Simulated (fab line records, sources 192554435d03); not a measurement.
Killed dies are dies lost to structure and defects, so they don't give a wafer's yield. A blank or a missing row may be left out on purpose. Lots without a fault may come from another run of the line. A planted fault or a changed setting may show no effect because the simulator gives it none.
One fault seen from 3 desks | flow n5_finfet | each desk has only its own numbers; what lay behind them comes last

THE DEFECT DESK
What the inspections along the route counted, lot by lot: means of the sampled wafers that have a number. A lot is out of limits, marked OUT, if its mean lies more than 4 standard deviations from the usual mean; the brackets give that distance.
Columns: A = raw_defect_count at N5_BEOL_M3_INSPECT_59, usual 70
lot  | first seen here | A
L515 | day 9 01:29     | 83
L516 | day 9 11:01     | 59
L517 | day 9 16:02     | 62
L518 | day 9 20:52     | 61
L523 | day 11 08:41    | 74
L527 | day 13 02:53    | 65
L530 | day 13 18:56    | 39
L532 | day 14 01:25    | 98
L533 | day 14 03:47    | 98
L535 | day 14 08:59    | 52
This desk's finding: nothing out of limits on any of the 10 lots.

THE METROLOGY DESK
What the gauges read, lot by lot, whatever tool the lot ran on: means of the sampled wafers that have a number. A lot is out of limits, marked OUT, if its mean lies more than 4 standard deviations from the usual mean; the brackets give that distance. Of its 10 readings 7 are shown: those that lie furthest out on some lot.
Columns: A = DIBL_N at N5_BEOL_M4_RC_MEAS_101, usual 36.3 mV/V; B = DIBL_P at N5_BEOL_M4_RC_MEAS_101, usual 36.3 mV/V; C = ION_N at N5_BEOL_M4_RC_MEAS_101, usual 675 uA/um; D = ION_P at N5_BEOL_M4_RC_MEAS_101, usual 462 uA/um; E = SS_P at N5_BEOL_M4_RC_MEAS_101, usual 73.4 mV/dec; F = VT_N at N5_BEOL_M4_RC_MEAS_101, usual 249.5 mV; G = VT_P at N5_BEOL_M4_RC_MEAS_101, usual -250.1 mV
lot  | first seen here | A    | B    | C   | D   | E    | F     | G
L515 | day 9 18:59     | 35.4 | 36.9 | 672 | 453 | 73.3 | 253.5 | -252.6
L516 | day 10 00:52    | 38.0 | 37.2 | 660 | 453 | 73.6 | 252.0 | -252.9
L517 | day 10 02:20    | 36.1 | 36.4 | 671 | 462 | 73.8 | 247.7 | -245.3
L518 | day 10 05:20    | 37.2 | 36.3 | 684 | 466 | 73.7 | 250.4 | -249.3
L523 | day 12 18:58    | 35.5 | 35.7 | 669 | 457 | 73.8 | 252.6 | -251.0
L527 | day 14 05:22    | 36.1 | 37.1 | 683 | 464 | 73.4 | 248.3 | -252.2
L532 | day 14 22:32    | 35.4 | 35.3 | 678 | 461 | 72.7 | 248.3 | -253.2
L530 | day 15 02:28    | 38.2 | 38.8 | 676 | 461 | 74.3 | 249.6 | -247.7
L533 | day 15 08:37    | 35.5 | 35.7 | 678 | 463 | 73.1 | 250.3 | -251.0
L535 | day 15 20:00    | 35.2 | 36.5 | 670 | 454 | 73.7 | 249.3 | -253.1
This desk's finding: nothing out of limits on any of the 10 lots.

THE TOOL OWNER'S DESK: rie_diel-05
The tool's own readings at N5_BEOL_M4_ETCH_74 (etches underlayer in N2/H2, target depth 6.5 nm, time 5.2 s): means of the sampled wafers that have a number, for each lot that ran on this tool. A lot is out of limits, marked OUT, if its mean lies more than 4 standard deviations from the usual mean; the brackets give that distance.
Columns: A = drypump_motor_current_A at N5_BEOL_M4_ETCH_74, usual 5.53 A; B = etch_rf_on_time_s at N5_BEOL_M4_ETCH_74, usual 5.23 s; C = oes_product_au at N5_BEOL_M4_ETCH_74, usual 0.66 a.u.; D = rf_vpp_V at N5_BEOL_M4_ETCH_74, usual 523.3 V; E = showerhead_plenum_p_Torr at N5_BEOL_M4_ETCH_74, usual 2.52 Torr; F = throttle_valve_pct at N5_BEOL_M4_ETCH_74, usual 17.83 %
lot  | first seen here | A    | B               | C    | D     | E    | F
L516 | day 9 15:09     | 5.83 | 5.29            | 0.67 | 523.8 | 2.55 | 17.73
L523 | day 11 11:29    | 5.28 | 5.19            | 0.67 | 525.0 | 2.62 | 18.04
L527 | day 13 04:16    | 5.50 | 6.18 (+11) OUT  | 0.55 | 525.5 | 2.56 | 17.95
L530 | day 13 20:17    | 5.69 | 5.82 (+6.7) OUT | 0.66 | 523.6 | 2.55 | 17.77
L532 | day 14 03:45    | 5.66 | 5.78 (+6.3) OUT | 0.67 | 524.1 | 2.56 | 17.82
This desk's finding: out of limits on L527, L530, L532; first on L527, day 13 04:16 (etch_rf_on_time_s at N5_BEOL_M4_ETCH_74). In limits: L516, L523.

PUT TOGETHER
The tool owner's desk could have raised an alarm at day 13 04:16, on L527, L530, L532.
The defect desk saw nothing out of limits.
The metrology desk saw nothing out of limits.
The defect desk has L527, L530, L532 on record, within its limits.
The metrology desk has L527, L530, L532 on record, within its limits.
Of the lots named, all ran N5_BEOL_M4_ETCH_74 on rie_diel-05.

WHAT THE SIMULATOR HAD PUT IN
Process parameter drift: rie_diel-05, from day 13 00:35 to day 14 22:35, at N5_BEOL_M4_ETCH_74. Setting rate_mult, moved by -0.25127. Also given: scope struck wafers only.
Lots struck among those shown: L527, L530, L532.
Hours from the fault's start to each desk's first reading out of limits: the tool owner's desk, 4.
